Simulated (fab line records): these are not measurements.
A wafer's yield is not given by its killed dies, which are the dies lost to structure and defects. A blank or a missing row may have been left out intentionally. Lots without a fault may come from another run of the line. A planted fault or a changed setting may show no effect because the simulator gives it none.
Matching of chambers	flow nand_harc	4 sister chambers for NHARC_A_CHANNEL_HOLE_D1_DESCUM_15 on rie_diel-05
The step chemistry O2, time 3 s. 16 wafers are shown with their chamber, then 8 later ones without.

== WAFERS WITH THEIR CHAMBER ==
wafer	chamber	drypump_motor_current_A (A)	oes_product_au (a.u.)	rf_vpp_V (V)
L075.1	2	5.7	1.004	56.9
L075.3	3	6.0	1.001	57.1
L075.6	2	5.8	0.995	57.1
L080.1	3	6.0	0.993	58.7
L080.4	0	5.6	1.017	58.5
L080.5	3	6.0	0.992	57.8
L083.2	0	5.7	1.007	56.9
L083.4	1	4.9	0.983	57.2
L083.5	3	6.0	0.980	58.9
L084.2	1	4.9	0.997	59.1
L084.4	2	5.7	0.997	57.9
L084.6	2	5.8	0.999	56.9
L091.2	1	4.9	0.999	58.6
L091.3	3	6.0	0.989	57.7
L091.4	0	5.7	1.021	57.2
L090.1	2	5.7	0.990	56.4

SIGNATURES, as means of the wafers listed above
reading	chamber 0	chamber 1	chamber 2	chamber 3	scatter within a chamber
drypump_motor_current_A	5.667	4.900	5.740	6.000	0.0394
oes_product_au	1.01500	0.99300	0.99700	0.99100	0.00702
rf_vpp_V	57.533	58.300	57.040	58.040	0.753
Rule: a wafer lies at a distance from a chamber equal to the root of the sum of squares, over the readings, of (its reading less the chamber's mean, divided by the reading's scatter). If the next closest chamber is less than 2 further off than the closest, the wafer can't be placed; otherwise it belongs to the closest. How the scatter is found: for the shown wafers, subtract from each reading the mean of its chamber, square and add these, divide the total by (wafers less chambers), then take the root.

== WAFERS WHOSE CHAMBER IS MISSING ==
wafer	drypump_motor_current_A (A)	oes_product_au (a.u.)	rf_vpp_V (V)
L090.2	4.9	0.984	57.5
L090.5	4.9	0.994	56.9
L094.1	4.9	0.986	58.0
L094.2	5.6	1.015	56.6
L094.3	5.7	1.000	56.9
L096.1	5.7	0.993	56.4
L096.2	4.9	0.992	60.7
L096.4	5.7	1.009	57.5

== WHICH CHAMBER EACH WENT THROUGH ==
wafer	from the rows above	in truth
L090.2	1	1
L090.5	1	1
L094.1	1	1
L094.2	0	0
L094.3	can't be placed: 2 or 0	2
L096.1	2	2
L096.2	1	1
L096.4	can't be placed: 0 or 2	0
Correct placement for 6 of the 8. Unplaceable from these rows: 2, with the true chamber sitting among the candidates in 2. 0 placed wrongly.
